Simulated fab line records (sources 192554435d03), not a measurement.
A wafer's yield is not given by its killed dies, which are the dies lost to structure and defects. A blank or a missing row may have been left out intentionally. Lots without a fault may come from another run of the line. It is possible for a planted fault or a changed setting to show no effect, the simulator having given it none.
Split-lot experiment :: flow n5-finfet :: on a route of 1938 steps: 7 lots, 21 wafers read

== THE SPLIT ITSELF ==
At N5_BEOL_M1_COAT_61 (time 60 s, resist thk 60 nm), the setting spin-rpm was moved away from the recipe's 1500 rpm on 4 of the 21 wafers read, by -6.9% to +9.2%. The other wafers ran this setting at the recipe's value.

== FROM THE SPLIT TO THE READING: what the file shows between them, 9 steps ==
- N5_BEOL_M1_COAT_05: resist thk 30 nm (also split here: spin-rpm)
- N5_BEOL_M1_EBR_07
- N5_BEOL_M1_SOFTBAKE_06: time 60 s
- N5_BEOL_M1_ETCH_74: etches underlayer in N2/H2, target depth 6.5 nm, time 5.2 s
- N5_BEOL_M1_ETCH_63: etches SiARC in CF4, target depth 15.6 nm, time 26 s
- N5_BEOL_M1_ETCH_64: etches SOC in N2/H2, target depth 75 nm, overetch 15 nm, time 112.5 s
- N5_BEOL_M1_STRIP_65: strips in N2/H2
- N5_BEOL_M1_STRIP_75: strips in N2/H2
- N5_BEOL_M1_STRIP_66: strips in CF4

== THE READING ==
SOC_of_BEOL_M1_COAT_61.thk-nm (the simulator's own value, which no gauge read), in nm, at N5_BEOL_M1_HM_OPEN_17 (chemistry Cl2/BCl3, target TiN, target depth 20 nm, overetch 6 nm). No usual value for it is given in the file. Here, 17 wafers ran the recipe; their average is 52.1 nm with a standard deviation of 0.32 nm.

wafer: L076.3
tool, chamber at the split: litho-track-01, 0
spin-rpm as run, rpm: 1500
against the recipe: recipe
SOC_of_BEOL_M1_COAT_61.thk-nm, nm: 52
against lot-mates on the recipe: -

wafer: L076.4
tool, chamber at the split: litho-track-01, 0
spin-rpm as run, rpm: 1500
against the recipe: recipe
SOC_of_BEOL_M1_COAT_61.thk-nm, nm: 51.8
against lot-mates on the recipe: -

wafer: L076.5
tool, chamber at the split: litho-track-01, 0
spin-rpm as run, rpm: 1500
against the recipe: recipe
SOC_of_BEOL_M1_COAT_61.thk-nm, nm: 52.2
against lot-mates on the recipe: -

wafer: L077.4
tool, chamber at the split: litho-track-02, 0
spin-rpm as run, rpm: 1500
against the recipe: recipe
SOC_of_BEOL_M1_COAT_61.thk-nm, nm: 51.4
against lot-mates on the recipe: -

wafer: L077.5
tool, chamber at the split: litho-track-02, 0
spin-rpm as run, rpm: 1500
against the recipe: recipe
SOC_of_BEOL_M1_COAT_61.thk-nm, nm: 52.4
against lot-mates on the recipe: -

wafer: L077.6
tool, chamber at the split: litho-track-02, 0
spin-rpm as run, rpm: 1500
against the recipe: recipe
SOC_of_BEOL_M1_COAT_61.thk-nm, nm: 51.6
against lot-mates on the recipe: -

wafer: L083.1
tool, chamber at the split: litho-track-02, 0
spin-rpm as run, rpm: 1500
against the recipe: recipe
SOC_of_BEOL_M1_COAT_61.thk-nm, nm: 52.4
against lot-mates on the recipe: -

wafer: L083.5
tool, chamber at the split: litho-track-02, 0
spin-rpm as run, rpm: 1397
against the recipe: -6.9%
SOC_of_BEOL_M1_COAT_61.thk-nm, nm: 54.4
against lot-mates on the recipe: +2.0

wafer: L083.6
tool, chamber at the split: litho-track-02, 0
spin-rpm as run, rpm: 1397
against the recipe: -6.9%
SOC_of_BEOL_M1_COAT_61.thk-nm, nm: 55
against lot-mates on the recipe: +2.6

wafer: L085.1
tool, chamber at the split: litho-track-04, 0
spin-rpm as run, rpm: 1500
against the recipe: recipe
SOC_of_BEOL_M1_COAT_61.thk-nm, nm: 52.6
against lot-mates on the recipe: -

wafer: L085.2
tool, chamber at the split: litho-track-04, 0
spin-rpm as run, rpm: 1500
against the recipe: recipe
SOC_of_BEOL_M1_COAT_61.thk-nm, nm: 52.4
against lot-mates on the recipe: -

wafer: L085.4
tool, chamber at the split: litho-track-04, 0
spin-rpm as run, rpm: 1500
against the recipe: recipe
SOC_of_BEOL_M1_COAT_61.thk-nm, nm: 52.4
against lot-mates on the recipe: -

wafer: L088.1
tool, chamber at the split: litho-track-01, 0
spin-rpm as run, rpm: 1638
against the recipe: +9.2%
SOC_of_BEOL_M1_COAT_61.thk-nm, nm: 49.8
against lot-mates on the recipe: -2.4

wafer: L088.2
tool, chamber at the split: litho-track-01, 0
spin-rpm as run, rpm: 1500
against the recipe: recipe
SOC_of_BEOL_M1_COAT_61.thk-nm, nm: 52.2
against lot-mates on the recipe: -

wafer: L088.3
tool, chamber at the split: litho-track-01, 0
spin-rpm as run, rpm: 1638
against the recipe: +9.2%
SOC_of_BEOL_M1_COAT_61.thk-nm, nm: 50
against lot-mates on the recipe: -2.2

wafer: L090.1
tool, chamber at the split: litho-track-02, 0
spin-rpm as run, rpm: 1500
against the recipe: recipe
SOC_of_BEOL_M1_COAT_61.thk-nm, nm: 52
against lot-mates on the recipe: -

wafer: L090.2
tool, chamber at the split: litho-track-02, 0
spin-rpm as run, rpm: 1500
against the recipe: recipe
SOC_of_BEOL_M1_COAT_61.thk-nm, nm: 52
against lot-mates on the recipe: -

wafer: L090.3
tool, chamber at the split: litho-track-02, 0
spin-rpm as run, rpm: 1500
against the recipe: recipe
SOC_of_BEOL_M1_COAT_61.thk-nm, nm: 52
against lot-mates on the recipe: -

wafer: L092.1
tool, chamber at the split: litho-track-04, 0
spin-rpm as run, rpm: 1500
against the recipe: recipe
SOC_of_BEOL_M1_COAT_61.thk-nm, nm: 52.4
against lot-mates on the recipe: -

wafer: L092.2
tool, chamber at the split: litho-track-04, 0
spin-rpm as run, rpm: 1500
against the recipe: recipe
SOC_of_BEOL_M1_COAT_61.thk-nm, nm: 51.8
against lot-mates on the recipe: -

wafer: L092.6
tool, chamber at the split: litho-track-04, 0
spin-rpm as run, rpm: 1500
against the recipe: recipe
SOC_of_BEOL_M1_COAT_61.thk-nm, nm: 52
against lot-mates on the recipe: -

FIT RESULTS
A straight line over all 21 wafers: SOC_of_BEOL_M1_COAT_61.thk-nm changes by -0.291 nm for each +1% of spin-rpm; r = -0.94; the points scatter about the line by 0.39 nm.
The same after taking each lot's own level away (the mean of its wafers on the recipe; 21 wafers): -0.282 nm for each +1%; r = -0.97; scatter 0.27 nm.
That fit puts the effect of the largest move of spin-rpm on the reading at 2.6 nm.
Across the lots, their own levels run from 51.80 to 52.47 nm, a range of 2.1 times the standard deviation given above.
Consequently the slope shifts little with the lot-to-lot level, the two slopes agreeing.
Check: -2.6 nm against its lot-mates is what the line predicts for one of the wafers moved furthest among these (+9.2%) when that wafer is left out of the fit. Against them it came out at -2.4 nm.

== THESE WAFERS: OTHER SPLITS ==
Before the reading, these wafers also passed through other splits. Each is held against what the fit with the lots' levels taken away leaves over:
other split on the same wafers: N5_MOL_CONTACT_COAG_COAT_77 spin-rpm
wafers away from the commonest value: 7
r with SOC_of_BEOL_M1_COAT_61.thk-nm (lot level and that fit taken away): +0.13

other split on the same wafers: N5_BEOL_M0_SAQP_COAT_82 spin-rpm
wafers away from the commonest value: 8
r with SOC_of_BEOL_M1_COAT_61.thk-nm (lot level and that fit taken away): -0.11

other split on the same wafers: N5_BEOL_M0_SAQP_COAT_08 spin-rpm
wafers away from the commonest value: 6
r with SOC_of_BEOL_M1_COAT_61.thk-nm (lot level and that fit taken away): -0.38

other split on the same wafers: N5_BEOL_M0_SAQP_SPACER1_ALD_98 temp-c
wafers away from the commonest value: 4
r with SOC_of_BEOL_M1_COAT_61.thk-nm (lot level and that fit taken away): -0.02

other split on the same wafers: N5_BEOL_M0_SAQP_ETCH_107 bias-w
wafers away from the commonest value: 10
r with SOC_of_BEOL_M1_COAT_61.thk-nm (lot level and that fit taken away): +0.29

other split on the same wafers: N5_BEOL_M1_COAT_05 spin-rpm
wafers away from the commonest value: 8
r with SOC_of_BEOL_M1_COAT_61.thk-nm (lot level and that fit taken away): +0.06

== THE WHOLE CHAIN: every reading that the file lists as answering this split, in the file's order ==
step: N5_BEOL_M1_COAT_61
what it does: time 60 s, resist thk 60 nm
reading: SOC_of_BEOL_M1_COAT_61.thk-nm (the simulator's own value, which no gauge read)
change (the file's fit): -0.298 nm for each +1% of the setting
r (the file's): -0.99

step: N5_BEOL_M1_ETCH_64
what it does: etches SOC in N2/H2, target depth 75 nm, overetch 15 nm, time 112.5 s
reading: etch.depth-nm (the simulator's own value, which no gauge read)
change (the file's fit): -0.294 nm for each +1% of the setting
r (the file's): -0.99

step: N5_BEOL_M1_HM_OPEN_17
what it does: chemistry Cl2/BCl3, target TiN, target depth 20 nm, overetch 6 nm
reading: SOC_of_BEOL_M1_COAT_61.thk-nm (the simulator's own value, which no gauge read)
change (the file's fit): -0.28 nm for each +1% of the setting
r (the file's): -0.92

== FILE'S OWN FIT ==
SOC_of_BEOL_M1_COAT_61.thk-nm changes by -0.28 nm for each +1% of spin-rpm, r = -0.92.
